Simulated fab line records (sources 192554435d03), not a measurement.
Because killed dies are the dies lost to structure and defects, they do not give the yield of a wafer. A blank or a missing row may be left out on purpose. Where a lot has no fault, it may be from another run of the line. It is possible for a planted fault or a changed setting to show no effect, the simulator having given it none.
fab line records	flow n5_finfet
record lots=6	wafers=16	last_day=17
route steps=1938 shown MOL_CONTACT_COAG@605 BEOL_M4@1111
lots that met no fault: from a run of the same line without faults
start_h: hours from the record's opening day to when the first of the lot's shown wafers began	wait_h: hours elapsed since this lot's preceding step	" repeats the value in the row above	L1.1+2: a row that stands for several wafers	- no value, or no start was given	* or withheld: withheld	< > ~ a bound
route shown NAME@n: NAME is a module with steps in the file, n the number in the route of the first one	usual: average and standard deviation across the fault-free wafers	same: alike in all rows	chamber/n: place in a boat	sites: readings site by site	_std_site: standard deviation of those values	_edge_site: inner sites' mean taken away from outer sites' mean	radius_mm: how far each site lies from the wafer's centre	mask NAME#n: copy n	behind: the most recent tool/chamber to have shaped the wafer	hold: why the lot was held/for how many hours/how that ended	device: the transistor (n, p or np) that didn't switch	end of line: tests run on the same wafers once the route is complete	a step with no rows: only its recipe	killed: dies lost to structure and defects at the first sort, not the wafer's yield	map: a wafer's dies, marking killed ones x, the rest . and places with no die _
set.NAME: the run value of the setting; set.NAME@STEP: its run value at that earlier step	model.NAME: the simulator's own value behind a step, which no gauge read
a table for each step, a row for each wafer; lots at some steps of the route
services: from which hour (start_h, from the record's first day; less than 0 if before it) a tool's chamber was out of use, for how many hours, and why
## steps
# step N5_MOL_CONTACT_COAG_DESCUM_45
# recipe chemistry=O2	time_s=7	source_power_w=50	bias_power_w=20	pressure_mtorr=20	rf_frequency_hz=2.712e+07	temp_c=40	resist=CAR-EUV	o2_flow_sccm=225
# usual drypump_motor_current_A=5.8/0.39	oes_product_au=0.81/0.086	rf_vpp_V=243.4/1.5	showerhead_plenum_p_Torr=2.11/0.073	throttle_valve_pct=20.28/0.23
lot.wafer	tool	chamber	start_h	wait_h	drypump_motor_current_A	oes_product_au	rf_hours_counter_h	rf_vpp_V	showerhead_plenum_p_Torr	throttle_valve_pct
L976.1	rie_diel-04	0	112.57	0.0	5.5	0.90	26	244.4	2.14	20.30
L976.2	"	3	"	"	5.5	0.69	241	243.6	2.15	20.40
L976.4	"	2	"	"	6.0	0.84	-	244.0	2.12	20.56
L982.2	rie_diel-06	2	150.98	0.1	5.6	0.78	146	242.4	2.01	20.42
L982.3	"	0	"	"	5.9	0.75	144	244.0	2.10	20.29
L982.5	"	2	"	"	5.6	0.77	-	240.9	2.01	20.42
L991.4	rie_diel-04	3	202.14	0.1	5.6	0.93	16	242.0	2.14	20.03
L991.6	"	1	"	"	6.0	0.84	-	243.0	2.12	19.97
L992.3	rie_diel-04	2	211.51	0.0	5.9	0.80	104	244.9	2.11	20.63
L992.6	"	3	"	"	5.6	0.93	-	244.9	2.14	20.04
L996.2	rie_diel-04	3	237.52	0.3	5.6	0.91	28	244.1	2.13	20.05
L996.4	"	1	"	"	6.0	0.83	79	242.6	2.12	20.01
L996.5	"	3	"	"	5.6	0.91	-	242.9	2.13	20.04
L997.1	rie_diel-05	0	238.17	0.1	5.0	0.86	39	244.7	2.22	20.43
L997.2	"	1	"	"	5.6	0.72	161	244.3	2.17	20.20
L997.5	"	2	"	"	5.8	0.88	-	245.0	2.13	19.86
# step N5_MOL_CONTACT_COAG_ETCH_65
# recipe chemistry=N2/H2	target=underlayer	target_depth_a=130	mask_material=CAR-EUV	time_s=10.4	ion_energy_ev=200	pressure_mtorr=30	source_w=840	bias_w=150	n2_flow_sccm=200	h2_flow_sccm=200	ends=cleared
# usual drypump_motor_current_A=5.8/0.4	etch_rf_on_time_s=10.37/0.14	oes_product_au=0.69/0.072	rf_vpp_V=524.6/2.4	showerhead_plenum_p_Torr=2.56/0.086	throttle_valve_pct=17.70/0.24
lot.wafer	tool	chamber	start_h	wait_h	drypump_motor_current_A	etch_rf_on_time_s	oes_product_au	rf_hours_counter_h	rf_vpp_V	showerhead_plenum_p_Torr	throttle_valve_pct
L976.1	rie_diel-04	0	112.61	0.0	5.4	10.43	0.78	26	526.9	2.59	17.59
L976.2	"	3	"	"	5.6	10.39	0.59	241	527.1	2.61	17.84
L976.4	"	2	"	"	5.9	10.28	0.72	-	524.8	2.58	18.03
L982.2	rie_diel-06	2	151.02	0.0	5.7	10.30	0.66	146	519.9	2.44	17.85
L982.3	"	0	"	"	5.9	10.47	0.63	144	524.8	2.54	17.63
L982.5	"	2	"	"	5.6	10.30	0.66	-	521.0	2.44	17.85
L991.4	rie_diel-04	3	202.17	0.0	5.6	10.12	0.80	16	525.2	2.60	17.45
L991.6	"	1	"	"	6.0	10.40	0.72	-	525.3	2.58	17.40
L992.3	rie_diel-04	2	211.55	0.0	5.9	10.47	0.68	104	524.2	2.57	18.08
L992.6	"	3	"	"	5.6	10.21	0.78	-	525.9	2.60	17.44
L996.2	rie_diel-04	3	237.55	0.0	5.6	10.18	0.76	28	526.9	2.59	17.47
L996.4	"	1	"	"	6.0	10.32	0.71	79	524.1	2.58	17.42
L996.5	"	3	"	"	5.6	10.07	0.77	-	523.0	2.59	17.47
L997.1	rie_diel-05	0	238.21	0.0	5.0	10.40	0.73	39	529.2	2.71	17.91
L997.2	"	1	"	"	5.6	10.40	0.62	161	526.3	2.65	17.70
L997.5	"	2	"	"	5.8	10.38	0.74	-	524.5	2.59	17.21
# step N5_MOL_CONTACT_COAG_ETCH_66
# recipe chemistry=CF4	target=SiARC	target_depth_a=130	mask_material=CAR-EUV	time_s=21.7	ion_energy_ev=80	pressure_mtorr=40	source_w=545	bias_w=36	Ar_flow_sccm=100	cf4_flow_sccm=100	ends=cleared
# step N5_MOL_CONTACT_COAG_ALD_133
# recipe material=SiO2	target_thk_a=50	temp_c=100	ald_precursor_family=BDEAS	ald_co_reactant=O2-plasma	pulse_time_s=1	co_reactant_pulse_time_s=1	purge_time_s=2	co_reactant_purge_time_s=2	ald_cycles=35	pressure_torr=2
# step N5_MOL_CONTACT_COAG_ETCHBACK_134
# recipe chemistry=CHF3	target=SiO2	target_depth_a=100	time_s=6.7	ion_energy_ev=200	pressure_mtorr=30	source_w=610	bias_w=170	Ar_flow_sccm=200	CHF3_flow_sccm=50
# usual drypump_motor_current_A=5.8/0.34	oes_product_au=0.82/0.087	rf_vpp_V=527/5.1	showerhead_plenum_p_Torr=2.41/0.066	throttle_valve_pct=18.59/0.23
lot.wafer	tool	chamber	start_h	wait_h	drypump_motor_current_A	oes_product_au	rf_hours_counter_h	rf_vpp_V	showerhead_plenum_p_Torr	throttle_valve_pct
L976.1	rie_diel-04	0	112.89	0.1	5.4	0.92	26	537	2.43	18.60
L976.2	"	3	"	"	5.6	0.69	241	526	2.44	18.72
L976.4	"	0	"	"	5.4	0.90	-	536	2.43	18.59
L982.2	rie_diel-06	3	151.33	0.1	6.6	0.68	223	522	2.25	18.41
L982.3	"	2	"	"	5.6	0.78	146	520	2.29	18.73
L982.5	"	3	"	"	6.6	0.69	-	523	2.25	18.41
L991.4	rie_diel-04	1	202.45	0.1	6.0	0.84	67	527	2.42	18.33
L991.6	"	2	"	"	5.9	0.80	-	528	2.40	18.91
L992.3	rie_diel-04	2	211.83	0.1	5.9	0.80	105	530	2.40	18.90
L992.6	"	3	"	"	5.5	0.92	-	529	2.43	18.35
L996.2	rie_diel-06	0	237.83	0.1	5.9	0.72	174	516	2.37	18.59
L996.4	"	1	"	"	6.5	0.84	-	524	2.50	18.62
L996.5	"	0	"	"	5.9	0.73	-	516	2.37	18.60
L997.1	rie_diel-06	1	238.70	0.3	6.5	0.84	86	523	2.50	18.65
L997.2	"	0	"	"	5.9	0.71	175	516	2.37	18.59
L997.5	"	0	"	"	5.9	0.72	-	519	2.37	18.60
# step N5_MOL_CONTACT_COAG_ETCH_67
# recipe chemistry=N2/H2	target=SOC	target_depth_a=600	overetch_a=210	mask_material=SiARC	temp_c=40	time_s=101.2	ion_energy_ev=200	pressure_mtorr=30	source_w=840	bias_w=150	n2_flow_sccm=200	h2_flow_sccm=200
# usual drypump_motor_current_A=5.8/0.33	oes_product_au=0.68/0.07	rf_vpp_V=524.7/2.2	showerhead_plenum_p_Torr=2.57/0.072	throttle_valve_pct=17.67/0.26
lot.wafer	tool	chamber	start_h	wait_h	drypump_motor_current_A	oes_product_au	rf_hours_counter_h	rf_vpp_V	showerhead_plenum_p_Torr	throttle_valve_pct
L976.1	rie_diel-04	0	112.92	0.0	5.4	0.76	26	524.8	2.59	17.55
L976.2	"	3	"	"	5.6	0.58	241	525.0	2.61	17.81
L976.4	"	0	"	"	5.4	0.76	-	526.1	2.59	17.55
L982.2	rie_diel-06	3	151.36	0.0	6.6	0.58	223	519.9	2.41	17.59
L982.3	"	2	"	"	5.6	0.64	146	521.0	2.44	17.80
L982.5	"	3	"	"	6.6	0.58	-	519.7	2.41	17.59
L991.4	rie_diel-04	1	202.49	0.0	6.0	0.70	67	525.1	2.58	17.37
L991.6	"	2	"	"	5.9	0.67	-	523.8	2.57	18.04
L992.3	rie_diel-04	2	211.86	0.0	6.0	0.67	105	525.5	2.57	18.04
L992.6	"	3	"	"	5.6	0.76	-	524.5	2.59	17.42
L996.2	rie_diel-06	0	237.87	0.0	5.9	0.60	174	524.3	2.53	17.65
L996.4	"	1	"	"	6.4	0.69	-	527.9	2.68	17.76
L996.5	"	0	"	"	5.9	0.60	-	524.0	2.53	17.66
L997.1	rie_diel-06	1	238.73	0.0	6.5	0.70	86	527.5	2.68	17.75
L997.2	"	0	"	"	5.9	0.61	175	522.4	2.53	17.65
L997.5	"	0	"	"	5.9	0.60	-	525.1	2.53	17.65
# step N5_MOL_CONTACT_COAG_STRIP_68
# recipe chemistry=N2/H2	temp_c=40	n2_flow_sccm=200	h2_flow_sccm=200	rf_frequency_hz=6e+07
# step N5_MOL_CONTACT_COAG_STRIP_69
# recipe chemistry=N2/H2	temp_c=40	n2_flow_sccm=200	h2_flow_sccm=200	rf_frequency_hz=6e+07
# step N5_MOL_CONTACT_COAG_ETCHBACK_136
# recipe chemistry=CHF3	target=SiO2	target_depth_a=250	time_s=16.7	ion_energy_ev=200	pressure_mtorr=30	source_w=610	bias_w=170	Ar_flow_sccm=200	CHF3_flow_sccm=50
# step N5_MOL_CONTACT_COAG_STRIP_120
# recipe chemistry=CHF3	resist=SiARC	rf_frequency_hz=6e+07
# step N5_MOL_CONTACT_COAG_VIA_ETCH_117
# recipe chemistry=C4F6/O2	target_depth_a=400	overetch_a=80	mask_material=SOC	target=SiO2	bias_w=455	pressure_mtorr=10	time_s=26	source_w=325	Ar_flow_sccm=300	C4F6_flow_sccm=10	O2_flow_sccm=10	ion_energy_ev=575.3	ends=end_point
# step N5_MOL_CONTACT_COAG_ETCH_124
# recipe chemistry=CH3F/O2	target=SiNx	target_depth_a=65	mask_material=SOC	stop_on=SiOC	over_etch_frac=0.3	ion_energy_ev=120	pressure_mtorr=30	source_w=395	bias_w=73	Ar_flow_sccm=150	CH3F_flow_sccm=30	O2_flow_sccm=20	ends=end_point
# usual drypump_motor_current_A=5.8/0.33	oes_product_au=0.70/0.071	rf_vpp_V=298.9/3	showerhead_plenum_p_Torr=2.02/0.057	throttle_valve_pct=16.18/0.23
lot.wafer	tool	chamber	start_h	wait_h	drypump_motor_current_A	oes_product_au	rf_hours_counter_h	rf_vpp_V	showerhead_plenum_p_Torr	throttle_valve_pct
L976.1	rie_diel-04	0	113.07	0.0	5.4	0.78	26	304.5	2.04	16.17
L976.2	"	3	"	"	5.6	0.59	241	299.8	2.05	16.36
L976.4	"	0	"	"	5.4	0.78	-	303.3	2.04	16.16
L982.2	rie_diel-06	3	151.51	0.0	6.6	0.59	223	295.4	1.89	16.05
L982.3	"	2	"	"	5.6	0.66	146	294.9	1.92	16.34
L982.5	"	3	"	"	6.6	0.60	-	296.5	1.89	16.06
L991.4	rie_diel-04	1	202.64	0.0	6.0	0.72	67	299.5	2.03	15.92
L991.6	"	2	"	"	6.0	0.68	-	298.3	2.02	16.46
L992.3	rie_diel-04	2	212.01	0.0	5.9	0.68	105	297.7	2.01	16.49
L992.6	"	3	"	"	5.6	0.77	-	297.6	2.04	15.95
L996.2	rie_diel-06	0	238.02	0.0	5.9	0.62	174	292.8	1.99	16.21
L996.4	"	1	"	"	6.4	0.72	-	299.2	2.11	16.25
L996.5	"	0	"	"	5.9	0.61	-	293.3	1.99	16.21
L997.1	rie_diel-06	1	238.88	0.0	6.4	0.72	86	298.1	2.11	16.24
L997.2	"	0	"	"	5.9	0.63	175	293.6	1.99	16.20
L997.5	"	0	"	"	5.9	0.61	-	294.2	1.99	16.21
# step N5_MOL_CONTACT_COAG_ETCH_48
# recipe chemistry=C4F6/O2	target_depth_a=150	overetch_a=45	mask_material=SOC	target=SiOC	bias_w=465	pressure_mtorr=10	time_s=17	source_w=335	Ar_flow_sccm=300	C4F6_flow_sccm=10	O2_flow_sccm=10	ion_energy_ev=576
# usual drypump_motor_current_A=5.8/0.33	oes_product_au=0.68/0.072	rf_vpp_V=1597/15	showerhead_plenum_p_Torr=2.87/0.078	throttle_valve_pct=40.4/0.32
lot.wafer	tool	chamber	start_h	wait_h	drypump_motor_current_A	oes_product_au	rf_hours_counter_h	rf_vpp_V	showerhead_plenum_p_Torr	throttle_valve_pct	model.SOC_of_MOL_CONTACT_COAG_COAT_62.thk_nm
L976.1	rie_diel-04	0	113.11	0.0	5.4	0.76	26	1624	2.90	40.4	46
L976.2	"	3	"	"	5.6	0.59	241	1602	2.91	40.5	46
L976.4	"	0	"	"	5.4	0.79	-	1624	2.90	40.4	46
L982.2	rie_diel-06	3	151.55	0.0	6.6	0.58	223	1581	2.69	40.3	46.2
L982.3	"	2	"	"	5.7	0.65	146	1580	2.73	40.6	45.8
L982.5	"	3	"	"	6.6	0.60	-	1581	2.69	40.3	46.2
L991.4	rie_diel-04	1	202.68	0.0	6.0	0.69	67	1596	2.89	40.1	46.4
L991.6	"	2	"	"	5.9	0.65	-	1601	2.86	40.9	46
L992.3	rie_diel-04	2	212.05	0.0	5.9	0.63	105	1599	2.86	40.9	46.2
L992.6	"	3	"	"	5.6	0.74	-	1600	2.90	40.2	45.4
L996.2	rie_diel-06	0	238.06	0.0	5.9	0.63	174	1567	2.82	40.3	45.8
L996.4	"	1	"	"	6.4	0.73	-	1590	2.98	40.4	45.6
L996.5	"	0	"	"	5.9	0.61	-	1568	2.82	40.3	46
L997.1	rie_diel-06	1	238.92	0.0	6.5	0.69	86	1589	2.98	40.4	46
L997.2	"	0	"	"	5.9	0.60	175	1567	2.82	40.3	46
L997.5	"	0	"	"	5.9	0.61	-	1566	2.82	40.3	46
# step N5_MOL_CONTACT_COAG_STRIP_72
# recipe chemistry=N2/H2	power_w=450	temp_c=40	pressure_mtorr=20	rf_frequency_hz=6e+07	overash_fraction=3	bias_power_w=7	h2_frac=0.5	n2_flow_sccm=200	h2_flow_sccm=200
# step N5_BEOL_M4_RC_MEAS_101
# usual DIBL_N=36.3/1.4	DIBL_P=36.2/1.5	IOFF_N=0.160/0.021	IOFF_P=0.211/0.027	ION_N=676/7.7	ION_P=463/5.5	SS_N=71.4/0.57	SS_P=73.3/0.58	VT_N=249.3/2.5	VT_P=-250.1/2.6
lot.wafer	tool	chamber	start_h	wait_h	DIBL_N[mV/V]	DIBL_P[mV/V]	IOFF_N[nA/um]	IOFF_P[nA/um]	ION_N[uA/um]	ION_P[uA/um]	SS_N[mV/dec]	SS_P[mV/dec]	VT_N[mV]	VT_P[mV]
L976.1	prober-01	0	186.17	0.0	35.0	34.9	0.153	0.194	679	465	71.6	73.1	251.5	-250.2
L976.2	"	0	"	"	38.0	39.2	0.222	0.272	688	474	72.5	73.7	245.6	-248.3
L976.4	"	0	"	"	36.8	37.9	0.192	0.233	690	462	71.9	73.1	247.1	-247.0
L982.2	prober-01	0	217.92	0.2	36.6	37.9	0.185	0.239	675	461	70.8	73.7	243.7	-249.4
L982.3	"	0	"	"	34.5	34.7	0.143	0.185	673	455	70.3	73.4	251.5	-248.6
L982.5	"	0	"	"	36.2	38.0	0.179	0.235	693	471	70.7	73.3	248.7	-246.9
L991.4	prober-02	0	266.12	0.5	35.7	34.3	0.151	0.187	678	461	71.4	73.4	248.5	-252.5
L991.6	"	0	"	"	35.0	33.3	0.149	0.179	677	460	70.6	72.4	249.8	-250.6
L992.3	prober-02	0	283.76	0.3	37.1	35.9	0.173	0.216	679	462	71.5	73.4	247.0	-248.9
L992.6	"	0	"	"	36.0	35.6	0.173	0.221	689	472	71.1	73.3	244.2	-249.5
L996.2	prober-01	0	308.47	0.2	35.3	35.3	0.154	0.207	680	471	71.7	73.1	250.3	-251.8
L996.4	"	0	"	"	34.4	34.6	0.138	0.186	663	460	70.7	72.6	254.1	-249.7
L996.5	"	0	"	"	36.3	36.6	0.164	0.222	673	463	72.2	73.5	249.9	-250.5
L997.1	prober-01	0	313.17	0.0	35.4	35.1	0.131	0.199	674	464	71.6	72.8	253.6	-252.5
L997.2	"	0	"	"	39.0	38.7	0.198	0.253	678	463	72.7	73.9	248.9	-249.4
L997.5	"	0	"	"	35.8	35.4	0.136	0.192	668	455	72.0	72.1	253.2	-252.4
## services
tool	chamber	start_h	hours	kind
rie_diel-04	1	104.02	9.3	repair
rie_diel-05	2	104.20	-	clean
rie_diel-05	2	104.20	-	consumable_replace:focus_ring
rie_diel-05	2	104.20	12.5	scheduled_down
rie_diel-05	2	104.20	12.5	vent_cycle
rie_diel-05	0	116.69	-	clean
rie_diel-05	0	116.69	-	consumable_replace:focus_ring
rie_diel-05	0	116.69	-	consumable_replace:showerhead
rie_diel-05	0	116.69	19.2	scheduled_down
rie_diel-05	0	116.69	19.2	vent_cycle
rie_diel-05	2	132.80	6.0	repair
rie_diel-04	3	137.04	-	clean
rie_diel-04	3	137.04	-	consumable_replace:focus_ring
rie_diel-04	3	137.04	17.2	scheduled_down
rie_diel-04	3	137.04	17.2	vent_cycle
rie_diel-05	3	204.47	-	clean
rie_diel-05	3	204.47	-	consumable_replace:focus_ring
rie_diel-05	3	204.47	40.2	scheduled_down
rie_diel-05	3	204.47	40.2	vent_cycle
rie_diel-06	3	228.27	-	clean
rie_diel-06	3	228.27	-	consumable_replace:focus_ring
rie_diel-06	3	228.27	-	consumable_replace:showerhead
rie_diel-06	3	228.27	22.3	scheduled_down
rie_diel-06	3	228.27	22.3	vent_cycle
## key
first_sign none at tools or gauges
model_effect step=N5_MOL_CONTACT_COAG_ETCH_48	value=SOC_of_MOL_CONTACT_COAG_COAT_62.thk_nm	without=45.7	struck=46.3
met_at N5_MOL_CONTACT_COAG_ETCH_48
struck_wafers L991.4,L992.3
onset_between 113.11 202.68
fault kind=process_parameter_drift	tool=rie_diel-04	chamber=-	onset_h=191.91	steps=N5_MOL_CONTACT_COAG_ETCH_48	channel=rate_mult	offset=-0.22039	shape=step	end_h=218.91	scope=struck_wafers_only
